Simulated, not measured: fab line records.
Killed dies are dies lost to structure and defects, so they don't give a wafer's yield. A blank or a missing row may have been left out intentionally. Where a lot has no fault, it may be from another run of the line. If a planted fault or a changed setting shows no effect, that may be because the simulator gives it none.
fab line records	flow nand_harc	part 1 of 2: steps 1 to 23 of 32
record: lots: 5	wafers: 15	last_day: 33
route steps=1302 shown A_SLIT@940 A_SIN_REMOVE@947 A_WL_FILL@952
lots untouched by any fault: they come from a run of this same line in which no faults occurred
start_h: hours from the record's first day to the start of the lot's first wafer shown	wait_h: how many hours have passed since the lot's step before this one	" identical to the entry in the row above	L1.1+2: one row covering several wafers at once	- no value, or no start was given	* or withheld: withheld	< > ~ a bound
route shown NAME@n: NAME is a module with steps in the file, n the number in the route of the first one	usual: mean/standard deviation taken from wafers without a fault	same: alike in all rows	chamber/n: place in a boat	sites: per-site readings	_std_site: how widely they spread, as a standard deviation	_edge_site: outer sites' mean less inner sites'	radius_mm: how far each site lies from the wafer's centre	mask NAME#n: copy n	behind: the most recent tool/chamber to have shaped the wafer	hold: the reason the lot was held/the length of the hold in hours/how it ended	device: names the non-switching transistor (n, p or np)	end of line: tests of these same wafers at the route's end	a step with no rows: only its recipe	killed: dies lost to structure and defects at the first sort, not the wafer's yield	map: shows each die of a wafer: x if killed, . if not, _ if none is there
set.NAME: the run value of the setting; set.NAME@STEP: its run value at that earlier step	model.NAME: the simulator's own value behind a step, which no gauge read
a table for each step, a row for each wafer; lots at some steps of the route
services: a tool's chamber out of use, with start hour (start_h, from the record's first day; less than 0 if before it), hours out, and reason
== steps ==
step: NHARC_A_SLIT_ETCH_26
recipe: bias_v: 400	source_w: 2000	pressure_mtorr: 25	time_s: 90	ar_flow_sccm: 375	c4f8_flow_sccm: 41.7	o2_flow_sccm: 83.3	target_depth_a: 4000	chemistry: C4F8/O2/Ar
usual: chamber_pressure_mTorr: 24.999/0.022	drypump_motor_current_A: 5.84/0.13	he_backside_leak_sccm: 5.9/0.97	showerhead_plenum_p_Torr: 3.74/0.17	throttle_valve_pct: 27.620/0.0087
lot.wafer	tool	chamber	start_h	wait_h	chamber_pressure_mTorr	drypump_motor_current_A	he_backside_leak_sccm	rf_hours_counter_h	showerhead_plenum_p_Torr	throttle_valve_pct
L086.2	har_etch-01	0	564.05	2.4	25.004	5.83	4.6	301	3.66	27.612
L086.4	"	1	"	"	24.988	5.96	6.8	-	3.53	27.617
L086.6	"	0	"	"	25.003	5.82	4.6	-	3.66	27.611
L089.2	har_etch-02	1	595.23	3.0	25.001	5.65	6.6	122	3.87	27.639
L089.5	"	1	"	"	24.992	5.64	6.5	-	3.87	27.616
L089.6	"	0	"	"	24.981	5.93	5.7	-	3.90	27.615
L088.1	har_etch-01	1	596.13	3.0	24.984	5.98	6.5	339	3.52	27.629
L088.3	"	1	"	"	24.975	6.00	6.5	-	3.52	27.625
L088.5	"	0	"	"	24.998	5.82	4.5	-	3.65	27.626
L095.4	har_etch-02	1	642.41	1.9	25.006	5.64	5.5	-	3.86	27.625
L095.5	"	1	"	"	25.027	5.63	5.8	-	3.86	27.622
L095.6	"	0	"	"	24.983	5.91	5.6	-	3.88	27.610
L096.1	har_etch-02	0	692.10	3.0	24.959	5.86	5.9	180	3.87	27.630
L096.4	"	0	"	"	25.010	5.85	6.1	-	3.87	27.599
L096.3	"	1	"	"	24.994	5.63	5.9	-	3.84	27.617
step: NHARC_A_SLIT_STRIP_28
recipe: o2_flow_sccm: 400	cos_flow_sccm: 20	ar_flow_sccm: 0	bias_w: 0	chemistry: O2/COS
lot.wafer	tool	chamber	start_h	wait_h
L086.2+4+6	rie_diel-07	1,2,0	564.82	0.7
L089.2+6+5	rie_diel-01	3,3,0	596.03	0.8
L088.3+1+5	rie_diel-01	3,0,2	596.94	0.7
L095.6+5+4	rie_diel-01	3,0,2	643.18	0.6
L096.3+1+4	rie_diel-07	2,0,1	692.88	0.7
step: NHARC_A_SLIT_ETCH_29
recipe: target_depth_a: 1000	overetch_a: 100	time_s: 55	ion_energy_ev: 100	cf4_flow_sccm: 80	o2_flow_sccm: 20	ar_flow_sccm: 0	rf_w: 300	bias_w: 100	chemistry: CF4/O2
usual: chamber_pressure_mTorr: 30.001/0.026	drypump_motor_current_A: 5.7/0.51	oes_product_au: 0.998/0.0076	rf_vpp_V: 198.6/1.3	showerhead_plenum_p_Torr: 1.37/0.05	throttle_valve_pct: 13.396/0.0087
lot.wafer	tool	chamber	start_h	wait_h	chamber_pressure_mTorr	drypump_motor_current_A	oes_product_au	rf_hours_counter_h	rf_vpp_V	showerhead_plenum_p_Torr	throttle_valve_pct
L086.4	rie_diel-07	1	564.90	0.1	30.004	6.6	0.996	6	198.1	1.27	13.410
L086.2	"	2	"	"	29.979	5.6	0.986	6	198.1	1.40	13.390
L086.6	"	1	"	"	30.003	6.5	0.998	-	197.5	1.27	13.383
L089.2	rie_diel-01	0	596.13	0.1	30.024	6.2	0.993	1	199.6	1.43	13.390
L089.5	"	2	"	"	30.016	4.9	0.989	-	196.6	1.32	13.407
L089.6	"	3	"	"	29.989	5.7	0.992	-	196.5	1.32	13.400
L088.1	rie_diel-01	3	597.03	0.1	30.001	5.7	1.006	1	197.8	1.32	13.398
L088.3	"	0	"	"	30.025	6.1	0.986	1	200.1	1.43	13.391
L088.5	"	2	"	"	29.954	4.9	0.995	-	197.9	1.32	13.387
L095.6	rie_diel-01	0	643.28	0.1	29.996	6.2	1.003	-	199.4	1.43	13.388
L095.4	"	2	"	"	30.031	4.9	0.993	-	198.9	1.32	13.399
L095.5	"	3	"	"	30.019	5.7	1.003	-	197.3	1.32	13.390
L096.4	rie_diel-07	0	692.98	0.1	30.016	5.2	1.001	2	199.4	1.42	13.404
L096.3	"	1	"	"	29.994	6.6	1.009	3	195.3	1.27	13.406
L096.1	"	2	"	"	30.000	5.6	0.983	3	198.7	1.40	13.402
step: NHARC_A_SLIT_STRIP_18
recipe: o2_flow_sccm: 500	ar_flow_sccm: 0	bias_w: 0	chemistry: O2
usual: chamber_pressure_mTorr: 60.00/0.053	drypump_motor_current_A: 5.8/0.53	oes_product_au: 1.000/0.0081	rf_vpp_V: 58.1/0.84	showerhead_plenum_p_Torr: 3.60/0.13	throttle_valve_pct: 17.037/0.0093
lot.wafer	tool	chamber	start_h	wait_h	chamber_pressure_mTorr	drypump_motor_current_A	oes_product_au	rf_hours_counter_h	rf_vpp_V	showerhead_plenum_p_Torr	throttle_valve_pct
L086.2	rie_diel-07	2	-	-	60.00	5.6	0.994	6	58.8	3.69	17.033
L086.4	"	0	"	"	60.05	5.2	0.990	5	58.4	3.74	17.023
L086.6	"	2	"	"	60.04	5.6	0.991	-	58.1	3.69	17.032
L089.2	rie_diel-01	3	-	-	59.90	5.8	1.013	1	59.0	3.48	17.043
L089.6	"	2	"	"	60.01	4.9	0.988	-	57.8	3.49	17.056
L089.5	"	3	"	"	59.97	5.7	0.998	-	58.6	3.48	17.049
L088.3	rie_diel-01	3	-	-	60.04	5.7	1.008	1	56.3	3.48	17.034
L088.1	"	0	"	"	59.98	6.2	0.993	1	58.8	3.76	17.037
L088.5	"	0	"	"	60.09	6.2	1.002	-	58.4	3.76	17.034
L095.4	rie_diel-01	3	-	-	60.08	5.7	1.011	-	57.7	3.48	17.031
L095.5	"	0	"	"	60.00	6.2	0.998	-	58.5	3.76	17.016
L095.6	"	2	"	"	60.02	4.9	0.989	-	56.8	3.49	17.044
L096.3	rie_diel-07	0	-	-	59.90	5.2	1.003	2	57.7	3.74	17.029
L096.4	"	1	"	"	59.99	6.6	0.989	3	58.2	3.37	17.026
L096.1	"	2	"	"	60.07	5.6	0.982	3	57.6	3.68	17.039
step: NHARC_A_SLIT_PRECLEAN_19
recipe: time_s: *	temp_c: 50	bath_age_min: 0	chemistry: SC1
lot.wafer	tool	chamber	start_h	wait_h
L086.2+6+4	wet_bench-04	7,0,1	565.31	-
L089.6+2+5	wet_bench-01	5,0,2	596.51	-
L088.1+5+3	wet_bench-04	5,6,7	597.41	-
L095.6+4+5	wet_bench-04	1,2,4	643.73	-
L096.3+4+1	wet_bench-06	3,4,6	693.38	-
step: NHARC_A_SLIT_SRD_20
lot.wafer	tool	chamber	start_h	wait_h
L086.2+6+4	wet_bench-04	7,0,1	-	-
L089.6+2+5	wet_bench-01	5,0,2	-	-
L088.1+5+3	wet_bench-04	5,6,7	-	-
L095.6+4+5	wet_bench-04	1,2,4	643.78	0.0
L096.3+4+1	wet_bench-06	3,4,6	-	-
step: NHARC_A_SLIT_CD_MEAS_21
usual: cd_nm: 289.4/0.82
lot.wafer	tool	chamber	start_h	wait_h	cd_nm
L086.2	cd_sem-03	-	565.43	-	290.0
L086.4	"	-	"	"	290.1
L086.6	"	-	"	"	290.4
L089.2	cd_sem-03	-	596.66	-	289.4
L089.5	"	-	"	"	289.4
L089.6	"	-	"	"	289.1
L088.1	cd_sem-01	-	597.54	-	290.1
L088.3	"	-	"	"	290.7
L088.5	"	-	"	"	290.1
L095.4	cd_sem-03	-	643.90	0.1	289.8
L095.5	"	-	"	"	289.8
L095.6	"	-	"	"	290.3
L096.1	cd_sem-01	-	693.51	-	290.0
L096.3	"	-	"	"	289.2
L096.4	"	-	"	"	289.4
step: NHARC_A_SIN_REMOVE_WET_00
recipe: temp_c: 160	time_s: 15300	chemistry: H3PO4
lot.wafer	tool	chamber	start_h	wait_h
L086.2+4+6	wet_h3po4-02	0	567.10	1.7
L088.1+3+5	wet_h3po4-01	0	598.58	1.0
L089.2+5+6	wet_h3po4-01	1	598.58	1.9
L095.4+5+6	wet_h3po4-01	0	645.56	1.7
L096.1+3+4	wet_h3po4-02	1	695.06	1.5
step: NHARC_A_SIN_REMOVE_PRECLEAN_01
recipe: time_s: *	temp_c: 50	bath_age_min: 0	chemistry: SC1
lot.wafer	tool	chamber	start_h	wait_h
L086.2+6+4	wet_bench-09	7,0,2	571.80	0.0
L088.3+1+5	wet_bench-09	0,3,5	603.42	0.0
L089.6+5+2	wet_bench-07	5,6,1	603.43	0.0
L095.5+6+4	wet_bench-02	6,7,2	650.35	0.0
L096.4+3+1	wet_bench-07	1,2,4	699.86	0.0
step: NHARC_A_SIN_REMOVE_SRD_02
lot.wafer	tool	chamber	start_h	wait_h
L086.2+6+4	wet_bench-09	7,0,2	-	-
L089.6+5+2	wet_bench-07	5,6,1	-	-
L088.3+1+5	wet_bench-09	0,3,5	-	-
L095.5+6+4	wet_bench-02	6,7,2	650.41	0.0
L096.4+3+1	wet_bench-07	1,2,4	-	-
step: NHARC_A_SIN_REMOVE_INSPECT_04
usual: raw_defect_count: 418/100
lot.wafer	tool	chamber	start_h	wait_h	raw_defect_count
L086.2	defect_inspect-01	-	571.98	0.0	479
L086.4	"	-	"	"	522
L086.6	"	-	"	"	372
L089.2	defect_inspect-02	-	603.61	0.0	445
L089.5	"	-	"	"	328
L089.6	"	-	"	"	379
L088.1	defect_inspect-01	-	603.61	0.0	469
L088.3	"	-	"	"	388
L088.5	"	-	"	"	396
L095.4	defect_inspect-01	-	650.56	0.0	293
L095.5	"	-	"	"	376
L095.6	"	-	"	"	445
L096.1	defect_inspect-01	-	700.03	0.0	637
L096.3	"	-	"	"	836
L096.4	"	-	"	"	448
step: NHARC_A_WL_FILL_ALD_00
recipe: target_thk_a: 30	pulse_time_s: 3	ald_cycles: 30	temp_c: 300	material: Al2O3
usual: heater_power_w: 497/48	precursor_pulse_height_rel: 0.998/0.02
lot.wafer	tool	chamber	start_h	wait_h	heater_power_w	precursor_pulse_height_rel
L086.2	ald_hk-02	0	572.10	0.1	479	1.006
L086.4	"	1	"	"	598	0.980
L086.6	"	3	"	"	467	0.996
L088.3	ald_hk-04	2	603.68	0.1	556	1.022
L088.1	"	0	"	"	503	0.985
L088.5	"	3	"	"	454	1.005
L089.2	ald_hk-03	1	603.70	0.1	418	0.986
L089.6	"	0	"	"	540	1.002
L089.5	"	1	"	"	405	0.998
L095.4	ald_hk-02	1	650.68	0.1	594	1.019
L095.5	"	3	"	"	480	0.969
L095.6	"	0	"	"	490	1.000
L096.4	ald_hk-02	1	700.26	0.2	586	0.994
L096.1	"	2	"	"	465	1.023
L096.3	"	0	"	"	489	0.995
step: NHARC_A_WL_FILL_RTA_01
recipe: temp_c: 1000	time_s: 5
usual: lamp_power_pct: 32.1/0.71	lamp_zone_4_pct: 32.1/0.7	lamp_zone_5_pct: 32.1/0.71	wafer_temp_C_max: 1003.5/0.71
lot.wafer	tool	chamber	start_h	wait_h	lamp_power_pct	lamp_zone_4_pct	lamp_zone_5_pct	wafer_temp_C_max
L086.2	rtp_anneal-01	0	572.33	-	32.6	32.6	32.7	1003.7
L086.4	"	0	"	"	32.6	32.6	32.6	1002.6
L086.6	"	0	"	"	32.6	32.6	32.6	1003.2
L089.2	rtp_anneal-01	0	603.96	-	32.6	32.6	32.6	1003.2
L089.5	"	0	"	"	32.6	32.6	32.6	1003.6
L089.6	"	0	"	"	32.6	32.5	32.6	1002.3
L088.1	rtp_anneal-01	0	604.10	-	32.6	32.7	32.6	1003.1
L088.3	"	0	"	"	32.6	32.7	32.6	1003.2
L088.5	"	0	"	"	32.6	32.6	32.6	1002.9
L095.4	rtp_anneal-02	0	650.97	-	31.1	31.1	31.1	1003.2
L095.5	"	0	"	"	31.0	31.1	31.1	1002.7
L095.6	"	0	"	"	31.1	31.1	31.1	1002.8
L096.1	rtp_anneal-01	0	700.52	-	32.6	32.6	32.6	1003.8
L096.3	"	0	"	"	32.7	32.6	32.6	1003.4
L096.4	"	0	"	"	32.6	32.7	32.6	1003.1
step: NHARC_A_WL_FILL_ALD_02
recipe: target_thk_a: 20	pulse_time_s: 3	ald_cycles: 100	temp_c: 450	material: TiN
usual: heater_power_w: 1107/89	precursor_pulse_height_rel: 1.001/0.019
lot.wafer	tool	chamber	start_h	wait_h	heater_power_w	precursor_pulse_height_rel
L086.2	ald_metal-02	1	572.56	0.2	1038	0.986
L086.4	"	3	"	"	1166	1.002
L086.6	"	0	"	"	1024	0.992
L089.2	ald_metal-01	1	604.22	0.2	959	0.992
L089.5	"	3	"	"	1009	1.008
L089.6	"	0	"	"	1091	0.994
L088.3	ald_metal-03	1	604.36	0.2	1074	0.996
L088.1	"	2	"	"	1120	1.006
L088.5	"	1	"	"	1041	0.997
L095.5	ald_metal-01	0	651.25	0.2	1052	0.998
L095.6	"	1	"	"	988	0.980
L095.4	"	2	"	"	1147	1.028
L096.4	ald_metal-03	3	700.77	0.1	1225	0.991
L096.1	"	0	"	"	1195	0.976
L096.3	"	1	"	"	1088	1.023
step: NHARC_A_WL_FILL_CVD_03
recipe: target_thk_a: 400	temp_c: 300	pressure_torr: 40	wf6_flow_sccm: 40	h2_flow_sccm: 1600	ar_flow_sccm: 1560	time_s: 279	material: W
usual: heater_power_w: 453/39	throttle_valve_pct: 7.91/0.29
lot.wafer	tool	chamber	start_h	wait_h	heater_power_w	throttle_valve_pct
L086.2	cvd_w-02	0	573.01	0.1	488	7.66
L086.4	"	0	"	"	502	7.58
L086.6	"	1	"	"	471	8.03
L089.2	cvd_w-02	1	604.58	0.1	472	8.24
L089.5	"	1	"	"	472	8.14
L089.6	"	0	"	"	494	7.73
L088.1	cvd_w-02	0	604.89	0.2	505	7.75
L088.3	"	1	"	"	466	8.06
L088.5	"	1	"	"	483	7.71
L095.4	cvd_w-02	1	651.76	0.2	465	8.23
L095.5	"	0	"	"	487	7.68
L095.6	"	1	"	"	455	7.98
L096.1	cvd_w-02	1	701.23	0.1	470	8.02
L096.4	"	0	"	"	471	7.82
L096.3	"	1	"	"	456	7.81
step: NHARC_A_WL_FILL_ETCHBACK_04
recipe: target_depth_a: 600	time_s: 120	chemistry: NF3
usual: chamber_pressure_mTorr: 300.0/0.33	drypump_motor_current_A: 5.9/0.35	he_backside_leak_sccm: 3.28/0.21	oes_product_au: 1.002/0.0082
lot.wafer	tool	chamber	start_h	wait_h	chamber_pressure_mTorr	drypump_motor_current_A	he_backside_leak_sccm	oes_product_au	rf_hours_counter_h
L086.2	rie_metal-01	1	573.36	0.3	300.0	5.7	3.30	1.001	3.0
L086.4	"	0	"	"	299.9	6.1	3.68	0.990	-
L086.6	"	1	"	"	299.8	5.7	3.31	0.995	-
L089.2	rie_metal-01	0	604.99	0.4	300.0	6.1	3.61	1.000	0.3
L089.5	"	1	"	"	299.9	5.7	3.19	0.985	-
L089.6	"	0	"	"	300.0	6.1	3.61	0.990	-
L088.1	rie_metal-02	1	605.27	0.3	299.9	5.7	3.22	1.010	2.3
L088.3	"	1	"	"	300.2	5.7	3.37	1.009	-
L088.5	"	0	"	"	299.8	5.9	2.98	1.001	-
L095.4	rie_metal-02	0	652.09	0.3	300.3	5.9	3.08	0.999	-
L095.6	"	1	"	"	300.0	5.7	3.33	1.001	-
L095.5	"	0	"	"	300.2	5.9	3.10	0.994	-
L096.1	rie_metal-02	0	701.59	0.3	300.4	5.9	3.19	0.992	1.2
L096.4	"	1	"	"	300.5	5.7	3.34	0.996	-
L096.3	"	0	"	"	300.3	5.9	3.19	0.994	-
step: NHARC_A_WL_FILL_ETCHBACK_05
recipe: target_depth_a: 220	time_s: 60	temp_c: 40	chemistry: Cl2/BCl3
usual: chamber_pressure_mTorr: 9.999/0.0092	drypump_motor_current_A: 5.9/0.34	he_backside_leak_sccm: 3.28/0.19	oes_product_au: 1.004/0.0075
lot.wafer	tool	chamber	start_h	wait_h	chamber_pressure_mTorr	drypump_motor_current_A	he_backside_leak_sccm	oes_product_au	rf_hours_counter_h
L086.2	rie_metal-01	0	573.57	0.2	9.994	6.1	3.60	1.003	3.2
L086.4	"	1	"	"	10.014	5.7	3.23	1.007	-
L086.6	"	0	"	"	9.998	6.1	3.51	1.002	-
L089.2	rie_metal-01	1	605.20	0.2	10.011	5.7	3.24	0.997	0.4
L089.6	"	1	"	"	9.996	5.7	3.21	0.996	-
L089.5	"	0	"	"	9.995	6.2	3.76	1.003	-
L088.1	rie_metal-02	1	605.52	0.2	9.998	5.7	3.15	1.002	2.4
L088.3	"	1	"	"	9.996	5.7	3.41	0.993	-
L088.5	"	1	"	"	9.998	5.7	3.29	1.008	-
L095.4	rie_metal-02	0	652.26	0.1	9.991	5.9	3.09	1.009	-
L095.5	"	0	"	"	9.985	5.9	2.94	1.005	-
L095.6	"	1	"	"	10.005	5.7	3.29	1.008	-
L096.1	rie_metal-02	0	701.80	0.2	9.973	5.9	3.11	0.996	1.3
L096.4	"	0	"	"	9.980	5.9	2.94	1.006	-
L096.3	"	1	"	"	10.007	5.7	3.31	1.003	-
step: NHARC_A_WL_FILL_STRIP_27
recipe: power_w: 1500	temp_c: 250	time_s: 20	chemistry: N2/H2
usual: drypump_motor_current_A: 5.6/0.46	heater_power_w: 331/15
lot.wafer	tool	chamber	start_h	wait_h	drypump_motor_current_A	heater_power_w	rf_hours_counter_h
L086.2	plasma_asher-02	1	573.75	0.2	5.8	348	26
L086.4	"	1	"	"	5.8	347	-
L086.6	"	0	"	"	4.8	337	-
L089.2	plasma_asher-01	1	605.36	0.1	5.8	327	15
L089.5	"	0	"	"	6.0	310	-
L089.6	"	1	"	"	5.8	331	-
L088.1	plasma_asher-02	1	605.67	0.1	5.8	352	34
L088.3	"	0	"	"	4.8	349	-
L088.5	"	1	"	"	5.8	344	-
L095.4	plasma_asher-01	0	652.44	0.2	5.9	306	-
L095.6	"	1	"	"	5.8	324	-
L095.5	"	0	"	"	5.9	305	-
L096.1	plasma_asher-02	0	702.04	0.2	4.8	348	16
L096.3	"	0	"	"	4.8	345	-
L096.4	"	1	"	"	5.8	331	-
step: NHARC_A_WL_FILL_STRIP_28
recipe: time_s: 1200	temp_c: 72.5	chemistry: post_etch_residue_remover
lot.wafer	tool	chamber	start_h	wait_h
L086.6+4+2	wet_bench-03	2,3,4	573.91	0.1
L089.2+5+6	wet_bench-03	0,4,5	605.51	0.1
L088.5+3+1	wet_bench-05	4,7,0	605.84	0.1
L095.4+5+6	wet_bench-05	0,1,3	652.55	0.1
L096.1+3+4	wet_bench-03	4,5,0	702.22	0.2
step: NHARC_A_WL_FILL_PRECLEAN_06
recipe: time_s: 300	chemistry: DIW
lot.wafer	tool	chamber	start_h	wait_h
L086.6+4+2	wet_bench-03	2,3,4	-	-
L089.2+5+6	wet_bench-03	0,4,5	-	-
L088.5+3+1	wet_bench-05	4,7,0	-	-
L095.4+5+6	wet_bench-05	0,1,3	-	-
L096.1+3+4	wet_bench-03	4,5,0	-	-
step: NHARC_A_WL_FILL_SRD_07
lot.wafer	tool	chamber	start_h	wait_h
L086.6+4+2	wet_bench-03	2,3,4	-	-
L089.2+5+6	wet_bench-03	0,4,5	-	-
L088.5+3+1	wet_bench-05	4,7,0	-	-
L095.4+5+6	wet_bench-05	0,1,3	-	-
L096.1+3+4	wet_bench-03	4,5,0	-	-
step: NHARC_A_WL_FILL_ANNEAL_08
recipe: temp_c: 450	time_s: 1800
usual: spike_tc_lower_C: 449.8/1.1
lot.wafer	tool	chamber	start_h	wait_h	spike_tc_lower_C
L086.2	furnace-06	0	578.72	-	451.2
L086.4	"	0	"	"	449.0
L086.6	"	0	"	"	450.4
L088.1	furnace-08	0	608.74	-	450.3
L088.3	"	0	"	"	448.9
L088.5	"	0	"	"	448.8
L089.2	furnace-08	0	608.74	-	449.2
L089.5	"	0	"	"	449.7
L089.6	"	0	"	"	449.9
L095.4	furnace-08	0	657.14	-	449.9
L095.5	"	0	"	"	449.1
L095.6	"	0	"	"	448.6
L096.1	furnace-06	0	705.67	-	450.3
L096.3	"	0	"	"	450.6
L096.4	"	0	"	"	449.7
step: NHARC_A_WL_FILL_ALD_10
recipe: target_thk_a: 500	pulse_time_s: 10	ald_cycles: 500	temp_c: 300	material: SiO2
usual: heater_power_w: 499/49	precursor_pulse_height_rel: 1.000/0.018
lot.wafer	tool	chamber	start_h	wait_h	heater_power_w	precursor_pulse_height_rel
L086.4	ald_hk-02	3	581.27	1.1	461	1.002
L086.2	"	1	582.31	2.1	575	1.036
L086.6	"	3	583.35	3.1	485	0.975
L089.2	ald_hk-02	2	610.75	0.6	457	1.008
L089.5	"	1	612.29	2.1	578	0.992
L089.6	"	2	"	"	462	1.000
L088.3	ald_hk-03	1	610.75	0.6	415	0.983
L088.1	"	3	611.78	1.6	517	0.970
L088.5	"	1	612.81	2.6	406	1.011
L095.4	ald_hk-04	2	659.13	0.6	569	0.992
L095.6	"	1	660.70	2.1	512	1.033
L095.5	"	2	"	"	551	0.973
L096.3	ald_hk-04	1	707.69	0.6	517	1.017
L096.4	"	2	"	"	561	0.996
L096.1	"	3	"	"	468	0.992
